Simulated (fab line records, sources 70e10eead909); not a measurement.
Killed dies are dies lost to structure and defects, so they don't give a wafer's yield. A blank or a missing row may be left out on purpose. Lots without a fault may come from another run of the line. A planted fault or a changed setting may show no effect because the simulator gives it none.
Chamber matching | flow nand_harc | NHARC_P_GATE_ETCH_32 on rie_si-05: 4 sister chambers
The step etches the open film in HBr/Cl2, target depth 150 nm, time 100.1 s. 8 wafers are shown with their chamber, then 8 later ones without.

WAFERS WITH THEIR CHAMBER
wafer  | chamber | oes_product_au (a.u.) | he_backside_leak_sccm (sccm)
L078.5 | 2       | 1.009                 | 2.5
L084.6 | 1       | 1.002                 | 2.9
L088.3 | 2       | 1.021                 | 2.7
L088.6 | 0       | 0.986                 | 2.3
L087.1 | 3       | 1.012                 | 2.7
L087.4 | 0       | 0.982                 | 2.5
L087.6 | 3       | 1.003                 | 2.8
L089.1 | 1       | 1.008                 | 2.8

WAFERS WITHOUT THEIR CHAMBER
wafer  | oes_product_au (a.u.) | he_backside_leak_sccm (sccm)
L089.4 | 1.016                 | 2.5
L089.6 | 1.007                 | 2.8
L092.3 | 1.003                 | 2.8
L092.4 | 0.980                 | 2.5
L092.6 | 1.005                 | 2.6
L094.1 | 1.004                 | 2.8
L094.2 | 1.009                 | 2.8
L094.5 | 1.017                 | 2.6

WHICH CHAMBER EACH WENT THROUGH
wafer  | from the rows above          | in truth
L089.4 | can't be placed: 2 or 3      | 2
L089.6 | can't be placed: 3 or 1 or 2 | 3
L092.3 | can't be placed: 1 or 3      | 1
L092.4 | 0                            | 0
L092.6 | can't be placed: 3 or 2 or 1 | 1
L094.1 | can't be placed: 1 or 3      | 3
L094.2 | can't be placed: 3 or 1 or 2 | 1
L094.5 | can't be placed: 2 or 3      | 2
Placed correctly: 1 of 8. Can't be placed from these rows: 7 (the true chamber is among the candidates in 7). Placed wrongly: 0.
How it was worked out, from the rows above alone: a wafer's distance from a chamber is the root of the sum, over the readings, of the square of ((its reading less the chamber's mean) divided by the reading's scatter). The wafer belongs to the nearest chamber; if the next one is less than 2 further off, it can't be placed. A chamber's mean is the mean of its shown wafers. The scatter: the root of (the sum of the squares of (reading less its chamber's mean) over the shown wafers, divided by (wafers less chambers)).
